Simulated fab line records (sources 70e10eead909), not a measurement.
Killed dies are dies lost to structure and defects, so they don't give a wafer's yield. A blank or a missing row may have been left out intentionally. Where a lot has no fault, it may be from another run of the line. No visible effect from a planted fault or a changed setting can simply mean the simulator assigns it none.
Which tool was responsible? || flow nand harc || 30 wafers from 10 lots sampled at 5 of the route's 1302 steps

== WHAT EACH GAUGE READ, for each wafer ==
NHARC_END_SORT_01.
{"lot": "L706", "measured": "day 32 01:13", "on": "prober-02", "killed at array": "670 668 673"}
{"lot": "L707", "measured": "day 33 16:14", "on": "prober-02", "killed at array": "674 674 673"}

== TOOL THAT RAN EACH LOT (tool first, then ch and the chambers of the sampled wafers, then the start) ==
{"lot": "L687", "NHARC_A_CHANNEL_HOLE_D1_ETCH_34": "rie diel-03 ch 2,3, day 8 09:13 or earlier", "NHARC_A_CHANNEL_HOLE_D1_ETCH_20": "har etch-01 ch 0,1, day 8 09:13", "NHARC_A_CHANNEL_HOLE_D1_ETCH_21": "har etch-01 ch 0,1, day 8 09:33", "NHARC_A_CHANNEL_HOLE_D1_ETCH_26": "har etch-01 ch 0,1, day 8 12:51"}
{"lot": "L690", "NHARC_A_CHANNEL_HOLE_D1_ETCH_34": "rie diel-03 ch 0,2,3, day 9 19:14 or earlier", "NHARC_A_CHANNEL_HOLE_D1_ETCH_20": "har etch-01 ch 0,1, day 9 19:14", "NHARC_A_CHANNEL_HOLE_D1_ETCH_21": "har etch-01 ch 0,1, day 9 19:35", "NHARC_A_CHANNEL_HOLE_D1_ETCH_26": "har etch-01 ch 0,1, day 9 22:52"}
{"lot": "L694", "NHARC_A_CHANNEL_HOLE_D1_ETCH_34": "rie diel-03 ch 0,1, day 11 07:46 or earlier", "NHARC_A_CHANNEL_HOLE_D1_ETCH_20": "har etch-02 ch 0, day 11 07:46", "NHARC_A_CHANNEL_HOLE_D1_ETCH_21": "har etch-02 ch 0, day 11 08:05", "NHARC_A_CHANNEL_HOLE_D1_ETCH_26": "har etch-02 ch 0, day 11 11:25"}
{"lot": "L693", "NHARC_A_CHANNEL_HOLE_D1_ETCH_34": "rie diel-03 ch 0,1,2, day 11 09:40 or earlier", "NHARC_A_CHANNEL_HOLE_D1_ETCH_20": "har etch-01 ch 0,1, day 11 09:40", "NHARC_A_CHANNEL_HOLE_D1_ETCH_21": "har etch-01 ch 0,1, day 11 10:01", "NHARC_A_CHANNEL_HOLE_D1_ETCH_26": "har etch-01 ch 0,1, day 11 13:17"}
{"lot": "L697", "NHARC_A_CHANNEL_HOLE_D1_ETCH_34": "rie diel-09 ch 0,1, day 13 01:58 or earlier", "NHARC_A_CHANNEL_HOLE_D1_ETCH_20": "har etch-01 ch 0,1, day 13 01:58", "NHARC_A_CHANNEL_HOLE_D1_ETCH_21": "har etch-01 ch 0,1, day 13 02:20", "NHARC_A_CHANNEL_HOLE_D1_ETCH_26": "har etch-01 ch 0,1, day 13 05:35"}
{"lot": "L701", "NHARC_A_CHANNEL_HOLE_D1_ETCH_34": "rie diel-03 ch 1,2, day 14 19:29 or earlier", "NHARC_A_CHANNEL_HOLE_D1_ETCH_20": "har etch-02 ch 0,1, day 14 19:29", "NHARC_A_CHANNEL_HOLE_D1_ETCH_21": "har etch-02 ch 0,1, day 14 19:50", "NHARC_A_CHANNEL_HOLE_D1_ETCH_26": "har etch-02 ch 0,1, day 14 23:09"}
{"lot": "L706", "NHARC_A_CHANNEL_HOLE_D1_ETCH_34": "rie diel-01 ch 0,2,3, day 16 09:55 or earlier", "NHARC_A_CHANNEL_HOLE_D1_ETCH_20": "har etch-01 ch 0,1, day 16 09:55", "NHARC_A_CHANNEL_HOLE_D1_ETCH_21": "har etch-01 ch 0,1, day 16 10:13", "NHARC_A_CHANNEL_HOLE_D1_ETCH_26": "har etch-01 ch 0,1, day 16 13:32"}
{"lot": "L707", "NHARC_A_CHANNEL_HOLE_D1_ETCH_34": "rie diel-03 ch 0,1,2, day 17 00:59 or earlier", "NHARC_A_CHANNEL_HOLE_D1_ETCH_20": "har etch-01 ch 0,1, day 17 00:59", "NHARC_A_CHANNEL_HOLE_D1_ETCH_21": "har etch-01 ch 0,1, day 17 01:19", "NHARC_A_CHANNEL_HOLE_D1_ETCH_26": "har etch-01 ch 0,1, day 17 04:36"}
{"lot": "L708", "NHARC_A_CHANNEL_HOLE_D1_ETCH_34": "rie diel-09 ch 1,2,3, day 17 13:22 or earlier", "NHARC_A_CHANNEL_HOLE_D1_ETCH_20": "har etch-01 ch 0,1, day 17 13:22", "NHARC_A_CHANNEL_HOLE_D1_ETCH_21": "har etch-01 ch 0,1, day 17 13:41", "NHARC_A_CHANNEL_HOLE_D1_ETCH_26": "har etch-01 ch 0,1, day 17 17:02"}
{"lot": "L710", "NHARC_A_CHANNEL_HOLE_D1_ETCH_34": "rie diel-03 ch 0,2,3, day 18 15:26 or earlier", "NHARC_A_CHANNEL_HOLE_D1_ETCH_20": "har etch-01 ch 0,1, day 18 15:26", "NHARC_A_CHANNEL_HOLE_D1_ETCH_21": "har etch-01 ch 0,1, day 18 15:44", "NHARC_A_CHANNEL_HOLE_D1_ETCH_26": "har etch-01 ch 0,1, day 18 19:05"}
- NHARC_A_CHANNEL_HOLE_D1_ETCH_34: etches the open film in CF4/CHF3, target depth 154 nm, time 77 s.
- NHARC_A_CHANNEL_HOLE_D1_ETCH_20: etches the open film in C4F8/O2/Ar, time 361.9 s, target depth 1600 nm.
- NHARC_A_CHANNEL_HOLE_D1_ETCH_21: etches the open film in C4F8/O2/Ar, time 514.3 s, target depth 1600 nm.
- NHARC_A_CHANNEL_HOLE_D1_ETCH_26: etches the open film in C4F8/O2/Ar, time 224.1 s, target depth 300 nm.

== THE ANSWER, worked out from the rows above alone ==
Rule: the lots themselves supply what counts as usual. Put in order of their means at a reading, lots are off if they are a third of the lots or fewer, leave a main group of 4 or more, and stand apart from it by a gap of 3 or more times the standard deviation of the main group's means; of several such gaps the widest counts. If all means in a main group match to the digits the tables above print for the reading, that group is not used. Also off: a lot with no number at a reading for which 4 or more lots have one. All remaining lots with rows at the step are treated as sound.
Nothing can be told from this: no lot is off at any reading shown.

== WHAT THE SIMULATOR PUT IN ==
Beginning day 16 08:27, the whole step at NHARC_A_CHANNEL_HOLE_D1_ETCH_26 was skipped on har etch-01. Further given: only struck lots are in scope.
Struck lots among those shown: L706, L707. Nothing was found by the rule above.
